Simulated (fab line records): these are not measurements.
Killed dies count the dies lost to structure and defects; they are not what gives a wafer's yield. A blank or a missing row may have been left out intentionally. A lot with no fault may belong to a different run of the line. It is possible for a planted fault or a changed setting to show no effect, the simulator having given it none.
Comparing a struck lot with a sound one / flow n5_finfet / 13 out of 1938 route steps
Sound: these wafers, L910.1, L910.3, L910.4. Struck: wafer L903.4 (left out: L903.2, a lot-mate that was not struck); the cause follows at the end.
For every step that has rows: the tool of each side, followed by ch and its chambers, followed by its first start. Under that, the readings that differ: sound wafers / struck wafers / difference of the means / sigmas: that difference in standard deviations of wafers without a fault.
alike: a reading whose means differ by less than 2 such deviations, as well as words and numbers matching on both sides. not compared: withheld readings; readings where some wafer has no value; bounds like >300 that might hide an equal value; numbers whose values overlap and for which the record gives no deviation.
A row with sigmas, a row that says differs or no value, or rows on one side alone: a step with any of these is where the two part. Numbers that don't overlap but have no deviation are shown without sigmas and don't part them. A reading that every wafer of one side lacks parts them only if that side has two wafers or more.

first, 9 steps without rows for these wafers: N5_BEOL_M0_SAQP_EXPOSE_11 (exposes mask M0 CORE, target cd 42 nm); N5_BEOL_M0_SAQP_PEB_12 (peb time 60 s); N5_BEOL_M0_SAQP_DEVELOP_13 (develop time 30 s); N5_BEOL_M0_SAQP_DESCUM_19 (chemistry O2, time 7.9 s); N5_BEOL_M0_SAQP_ETCH_83 (etches SiARC in CF4, target depth 39 nm, time 65 s); N5_BEOL_M0_SAQP_ETCH_84 (etches SOC in N2/H2, target depth 100 nm, overetch 20 nm, time 150 s); N5_BEOL_M0_SAQP_STRIP_80 (strips in N2/H2); N5_BEOL_M0_SAQP_HM_OPEN_112 (chemistry CHF3/O2, target SiO2, stops on a-Si, target depth 12 nm, time 13.5 s); N5_BEOL_M0_SAQP_STRIP_113 (strips in CHF3/O2).
N5_BEOL_M0_SAQP_MANDREL_ETCH_20: etches a-Si in HBr/Cl2, stops on SiNx, target depth 60 nm, bt time 10 s, time 30 s.
  sound on rie_si-02 ch 1,2,3, day 10 19:46; struck on rie_si-06 ch 0, day 9 05:27
reading=over_etch_frac; sound=0.5 0.5 0.5; struck=0.50918; difference=+0.00918; sigmas=
  alike: drypump_motor_current_A, mfc_cl2_sccm, oes_product_au, throttle_valve_pct
  not compared: rf_hours_counter_h
then, 1 step without rows for these wafers: N5_BEOL_M0_SAQP_STRIP_86 (strips in N2/H2).
-- record jumps: 5 days separate the struck wafers' starts on either side; left off in module BEOL_M0_SAQP, taken up again in module BEOL_M4, whose first shown step is the route's number 1111 --
N5_BEOL_M4_RC_MEAS_101:
  sound on prober-01 ch 0, day 15 08:10; struck on prober-01 ch 0, day 14 05:50
  alike: DIBL_N, DIBL_P, IOFF_N, IOFF_P, ION_N, ION_P, SS_N, SS_P, VT_N, VT_P
following that, these wafers have no rows for 1 step: N5_PASSIVATION_PROBE_49.

## WHERE THEY PART
Nowhere in this record.

WHY: what had been put in by the simulator
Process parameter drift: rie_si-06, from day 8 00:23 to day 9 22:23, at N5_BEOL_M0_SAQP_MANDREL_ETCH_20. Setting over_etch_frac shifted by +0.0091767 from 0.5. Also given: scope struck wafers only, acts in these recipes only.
